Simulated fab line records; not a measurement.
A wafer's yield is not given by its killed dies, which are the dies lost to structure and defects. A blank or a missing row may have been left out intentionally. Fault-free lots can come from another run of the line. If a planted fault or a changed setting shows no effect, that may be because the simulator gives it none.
fab line records -- flow n5_finfet
record: lots: 12, wafers: 36, last_day: 17
route steps=1938 shown BEOL_M6@1198 PASSIVATION@1936
lots that met no fault: taken from a fault-free run of the same line
start_h: hours from the record's opening day to when the first of the lot's shown wafers began -- wait_h: hours since the lot's step before -- " identical to the entry in the row above -- L1.1+2: several wafers, shown together as one row -- - no value present, or no start provided -- * or withheld: withheld -- < > ~ a bound
route shown NAME@n: NAME is a module with steps in the file, n the number in the route of the first one -- usual: mean and standard deviation over wafers with no fault -- same: alike in all rows -- chamber/n: place in a boat -- sites: readings site by site -- _std_site: their standard deviation -- _edge_site: the outer-site mean with the inner-site mean subtracted -- radius_mm: for every site, how far away it sits from the centre of the wafer -- mask NAME#n: copy n -- behind: the tool/chamber that last shaped the wafer -- hold: why the lot went on hold/how many hours it stayed there/how the hold came to an end -- device: transistor that didn't switch, given as n, p or np -- end of line: the route-end tests of the same wafers -- for a step that has no rows: nothing shown but its recipe -- killed: at the first sort, the dies lost to defects and structure; wafer yield is something else -- map: a wafer's dies, marking killed ones x, the rest . and places with no die _
set.NAME: the run value of the setting; set.NAME@STEP: its run value at that earlier step -- model.NAME: the simulator's own value behind a step, which no gauge read
route steps across a sampled set of lots; one table per step, one row per wafer
services: from which hour (start_h, from the record's first day; less than 0 if before it) a tool's chamber was out of use, for how many hours, and why
== steps ==
step: N5_BEOL_M6_HM_DEP_02
recipe: material: TiN, target_thk_a: 200, temp_c: 25, chamber_pressure_pa: 0.49996
usual: throttle_valve_pct: 30.0/0.65
lot.wafer,tool,chamber,start_h,wait_h,throttle_valve_pct
L779.1,pvd_sputter-03,-,170.22,0.5,29.6
L779.4,pvd_sputter-03,-,170.22,0.5,30.3
L779.6,pvd_sputter-03,-,170.22,0.5,29.6
L783.1,pvd_sputter-01,-,192.53,1.0,30.2
L783.3,pvd_sputter-01,-,192.53,1.0,30.3
L783.5,pvd_sputter-01,-,192.53,1.0,30.6
L784.1,pvd_sputter-01,-,200.97,1.4,29.6
L784.2,pvd_sputter-01,-,200.97,1.4,30.1
L784.4,pvd_sputter-01,-,200.97,1.4,30.2
L785.2,pvd_sputter-02,-,211.09,0.2,30.6
L785.4,pvd_sputter-02,-,211.09,0.2,29.4
L785.5,pvd_sputter-02,-,211.09,0.2,29.3
L788.2,pvd_sputter-03,-,223.79,0.1,31.2
L788.4,pvd_sputter-03,-,223.79,0.1,29.1
L788.6,pvd_sputter-03,-,223.79,0.1,31.2
L787.1,pvd_sputter-02,-,226.85,1.4,31.3
L787.4,pvd_sputter-02,-,226.85,1.4,30.5
L787.6,pvd_sputter-02,-,226.85,1.4,30.7
L789.1,pvd_sputter-01,-,228.63,0.1,30.6
L789.2,pvd_sputter-01,-,228.63,0.1,29.9
L789.3,pvd_sputter-01,-,228.63,0.1,29.5
L792.1,pvd_sputter-03,-,256.11,0.4,29.3
L792.2,pvd_sputter-03,-,256.11,0.4,30.6
L792.5,pvd_sputter-03,-,256.11,0.4,29.7
L793.3,pvd_sputter-03,-,260.40,1.9,29.6
L793.4,pvd_sputter-03,-,260.40,1.9,30.1
L793.6,pvd_sputter-03,-,260.40,1.9,30.5
L798.1,pvd_sputter-01,-,293.31,1.7,29.5
L798.3,pvd_sputter-01,-,293.31,1.7,30.0
L798.4,pvd_sputter-01,-,293.31,1.7,30.5
L801.1,pvd_sputter-01,-,312.60,0.0,30.1
L801.4,pvd_sputter-01,-,312.60,0.0,29.5
L801.5,pvd_sputter-01,-,312.60,0.0,29.5
L802.2,pvd_sputter-01,-,329.58,0.0,30.0
L802.4,pvd_sputter-01,-,329.58,0.0,30.3
L802.5,pvd_sputter-01,-,329.58,0.0,29.7
step: N5_BEOL_M6_CD_MEAS_18
recipe: pitch_nm: 80, target_cd_nm: 40
usual: cd_nm: 40.3/0.72
lot.wafer,tool,chamber,start_h,wait_h,cd_nm
L779.1,cd_sem-01,-,171.27,0.0,41.3
L779.4,cd_sem-01,-,171.27,0.0,40.6
L779.6,cd_sem-01,-,171.27,0.0,41.1
L783.1,cd_sem-01,-,193.60,0.0,39.3
L783.3,cd_sem-01,-,193.60,0.0,39.5
L783.5,cd_sem-01,-,193.60,0.0,38.3
L784.1,cd_sem-02,-,202.48,0.1,40.3
L784.2,cd_sem-02,-,202.48,0.1,40.4
L784.4,cd_sem-02,-,202.48,0.1,39.4
L785.2,cd_sem-02,-,212.23,0.1,40.1
L785.4,cd_sem-02,-,212.23,0.1,39.7
L785.5,cd_sem-02,-,212.23,0.1,39.9
L788.2,cd_sem-01,-,224.97,0.1,40.9
L788.4,cd_sem-01,-,224.97,0.1,40.1
L788.6,cd_sem-01,-,224.97,0.1,40.0
L787.1,cd_sem-02,-,229.35,0.0,41.6
L787.4,cd_sem-02,-,229.35,0.0,40.0
L787.6,cd_sem-02,-,229.35,0.0,39.7
L789.1,cd_sem-02,-,231.90,0.0,40.6
L789.2,cd_sem-02,-,231.90,0.0,39.7
L789.3,cd_sem-02,-,231.90,0.0,39.2
L792.1,cd_sem-01,-,257.16,0.0,40.5
L792.2,cd_sem-01,-,257.16,0.0,40.4
L792.5,cd_sem-01,-,257.16,0.0,41.2
L793.3,cd_sem-02,-,261.33,0.1,40.2
L793.4,cd_sem-02,-,261.33,0.1,40.0
L793.6,cd_sem-02,-,261.33,0.1,39.5
L798.1,cd_sem-02,-,294.41,0.0,40.5
L798.3,cd_sem-02,-,294.41,0.0,40.5
L798.4,cd_sem-02,-,294.41,0.0,40.3
L801.1,cd_sem-02,-,313.78,0.0,40.9
L801.4,cd_sem-02,-,313.78,0.0,41.1
L801.5,cd_sem-02,-,313.78,0.0,41.3
L802.2,cd_sem-02,-,330.72,0.1,40.8
L802.4,cd_sem-02,-,330.72,0.1,39.2
L802.5,cd_sem-02,-,330.72,0.1,40.8
step: N5_BEOL_M6_COAT_64
recipe: resist: SiARC, temp_c: 220, time_s: 60, spin_rpm: 1500, resist_thk_nm: 12
usual: chill_plate_temp_C: 23.02/0.095, spin_speed_rpm: 1500.1/1.1
lot.wafer,tool,chamber,start_h,wait_h,chill_plate_temp_C,spin_speed_rpm
L779.1,litho_track-05,0,171.54,-,23.09,1499.5
L779.4,litho_track-05,0,171.54,-,23.18,1501.9
L779.6,litho_track-05,0,171.54,-,23.04,1499.2
L783.1,litho_track-01,0,193.65,-,23.10,1500.4
L783.3,litho_track-01,0,193.65,-,22.93,1499.7
L783.5,litho_track-01,0,193.65,-,23.07,1501.9
L784.1,litho_track-05,0,202.53,-,23.02,1501.2
L784.2,litho_track-05,0,202.53,-,23.02,1501.0
L784.4,litho_track-05,0,202.53,-,23.06,1499.7
L785.2,litho_track-05,0,212.99,-,22.86,1498.5
L785.4,litho_track-05,0,212.99,-,23.11,1499.2
L785.5,litho_track-05,0,212.99,-,22.93,1500.2
L788.2,litho_track-02,0,225.89,-,23.09,1501.3
L788.4,litho_track-02,0,225.89,-,22.98,1500.1
L788.6,litho_track-02,0,225.89,-,23.08,1500.5
L787.1,litho_track-02,0,229.39,-,22.95,1497.5
L787.4,litho_track-02,0,229.39,-,23.04,1499.0
L787.6,litho_track-02,0,229.39,-,22.94,1499.1
L789.1,litho_track-01,0,231.93,-,23.19,1500.3
L789.2,litho_track-01,0,231.93,-,23.00,1501.3
L789.3,litho_track-01,0,231.93,-,23.08,1496.6
L792.1,litho_track-05,0,259.46,-,23.14,1499.4
L792.2,litho_track-05,0,259.46,-,22.94,1499.7
L792.5,litho_track-05,0,259.46,-,23.11,1500.0
L793.3,litho_track-02,0,261.37,-,23.09,1501.1
L793.4,litho_track-02,0,261.37,-,23.06,1500.7
L793.6,litho_track-02,0,261.37,-,22.89,1500.0
L798.1,litho_track-02,0,294.57,-,22.86,1725.2
L798.3,litho_track-02,0,294.57,-,23.04,1725.4
L798.4,litho_track-02,0,294.57,-,22.94,1725.0
L801.1,litho_track-02,0,314.12,-,23.03,1724.6
L801.4,litho_track-02,0,314.12,-,23.09,1724.0
L801.5,litho_track-02,0,314.12,-,23.15,1725.9
L802.2,litho_track-01,0,331.27,-,22.91,1498.4
L802.4,litho_track-01,0,331.27,-,22.99,1498.5
L802.5,litho_track-01,0,331.27,-,22.91,1499.5
step: N5_BEOL_M6_CD_MEAS_28
recipe: target_cd_nm: 40, landing_energy_ev: 500, detector: se_inlens
usual: cd_nm: 39.95/0.21
same: landing_energy_ev: 500
lot.wafer,tool,chamber,start_h,wait_h,cd_nm
L779.1,cd_sem-03,0,171.97,-,39.90
L779.4,cd_sem-03,0,171.97,-,40.12
L779.6,cd_sem-03,0,171.97,-,40.09
L783.1,cd_sem-02,0,194.04,-,40.05
L783.3,cd_sem-02,0,194.04,-,40.22
L783.5,cd_sem-02,0,194.04,-,39.56
L784.1,cd_sem-02,0,202.79,-,39.74
L784.2,cd_sem-02,0,202.79,-,39.85
L784.4,cd_sem-02,0,202.79,-,39.91
L785.2,cd_sem-01,0,213.26,-,40.09
L785.4,cd_sem-01,0,213.26,-,40.49
L785.5,cd_sem-01,0,213.26,-,39.92
L788.2,cd_sem-02,0,226.16,-,39.82
L788.4,cd_sem-02,0,226.16,-,40.09
L788.6,cd_sem-02,0,226.16,-,40.02
L787.1,cd_sem-02,0,229.66,-,39.76
L787.4,cd_sem-02,0,229.66,-,39.76
L787.6,cd_sem-02,0,229.66,-,39.84
L789.1,cd_sem-01,0,232.33,-,40.14
L789.2,cd_sem-01,0,232.33,-,40.13
L789.3,cd_sem-01,0,232.33,-,40.12
L792.1,cd_sem-02,0,259.98,-,39.95
L792.2,cd_sem-02,0,259.98,-,39.88
L792.5,cd_sem-02,0,259.98,-,40.30
L793.3,cd_sem-01,0,261.76,-,40.02
L793.4,cd_sem-01,0,261.76,-,40.10
L793.6,cd_sem-01,0,261.76,-,39.70
L798.1,cd_sem-02,0,294.96,-,39.99
L798.3,cd_sem-02,0,294.96,-,39.51
L798.4,cd_sem-02,0,294.96,-,39.77
L801.1,cd_sem-02,0,314.44,-,39.91
L801.4,cd_sem-02,0,314.44,-,40.06
L801.5,cd_sem-02,0,314.44,-,39.63
L802.2,cd_sem-02,0,331.54,-,39.73
L802.4,cd_sem-02,0,331.54,-,39.87
L802.5,cd_sem-02,0,331.54,-,40.24
step: N5_PASSIVATION_PROBE_49
usual: defect_limited_yield: 91.0/1.5, killed_at_M0_to_M3: 34/11, killed_at_M4_up: 14/5.3, killed_at_contacts: 13/7, killed_at_front_end: 41/13, killed_at_other: 4/3.1, killed_dies: 106/17, killed_on_rim: 14/3.9, killed_open: 70/12, killed_short: 35/8, sort_bin_5_function: 5.2/0.98, sort_bin_6_memory: 3.4/0.69, sort_n_pass: 1074/17, sort_yield_pct: 91.0/1.5
same: gross_dies: 1180, killed_at_back_side: 0, sort_bin_4_leakage[%]: 0, sort_bin_8_speed[%]: 0
lot.wafer,tool,chamber,start_h,wait_h,defect_limited_yield[%],killed_at_M0_to_M3,killed_at_M4_up,killed_at_contacts,killed_at_front_end,killed_at_other,killed_dies,killed_on_rim,killed_open,killed_short,sort_bin_5_function[%],sort_bin_6_memory[%],sort_n_pass,sort_yield_pct[%]
L784.1,prober-01,-,286.73,0.0,89.3,75,14,10,21,6,126,20,87,39,5.8,4.2,1054,89.3
L784.2,prober-01,-,286.78,0.1,91.5,41,16,17,24,2,100,17,73,27,4.8,3.6,1080,91.5
L784.4,prober-01,-,286.88,0.2,90.7,41,20,8,37,4,110,13,72,38,5.6,3.5,1070,90.7
killed by level:class
L784.1 BEOL_M2:geometric_particle:open=22 BEOL_M0_SAQP:geometric_particle:open=17 BEOL_M0_SAQP:geometric_particle:short=17 MOL_CONTACT_COAG:geometric_particle:open=10 BEOL_M4:geometric_particle:open=9 BEOL_M0:geometric_particle:open=7 BEOL_M1:geometric_particle:open=4 BEOL_M3:geometric_particle:open=4
L784.2 MOL_CONTACT_COAG:geometric_particle:open=14 BEOL_M3:geometric_particle:open=12 FIN_SAQP:geometric_particle:short=7 FIN_SAQP:geometric_particle:open=7 BEOL_M0_SAQP:geometric_particle:open=7 BEOL_M0_SAQP:geometric_particle:short=6 BEOL_M2:geometric_particle:open=6 BEOL_M4:geometric_particle:open=6
L784.4 BEOL_M4:geometric_particle:open=15 STI_FIN_REVEAL:geometric_particle:open=10 BEOL_M2:geometric_particle:open=9 BEOL_M0_SAQP:geometric_particle:short=9 BEOL_M0_SAQP:geometric_particle:open=9 MOL_CONTACT_COAG:geometric_particle:open=6 FIN_SAQP:geometric_particle:short=5 BEOL_M1:geometric_particle:open=5
== services ==
tool,chamber,start_h,hours,kind
pvd_sputter-02,-,153.89,1.6,repair
litho_track-01,-,168.75,-,consumable_replace:filter
pvd_sputter-02,-,288.44,40.3,repair
litho_track-01,-,311.30,-,consumable_replace:filter
== key ==
first_sign: step: N5_BEOL_M6_COAT_64, reading: spin_speed_rpm, direction: up, sigmas: 99+, usual: *, struck: *
effect none on later readings
met_at N5_BEOL_M6_COAT_64
struck_lots L798,L801
not_acting_at N5_BEOL_M6_HM_DEP_02,N5_BEOL_M6_CD_MEAS_18,N5_BEOL_M6_CD_MEAS_28
onset_between 261.37 294.57
fault: kind: process_parameter_drift, tool: litho_track-02, chamber: -, onset_h: 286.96, steps: N5_BEOL_M6_COAT_64, channel: spin_rpm, offset: *, shape: step, end_h: 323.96, acts_in: *, stated: *
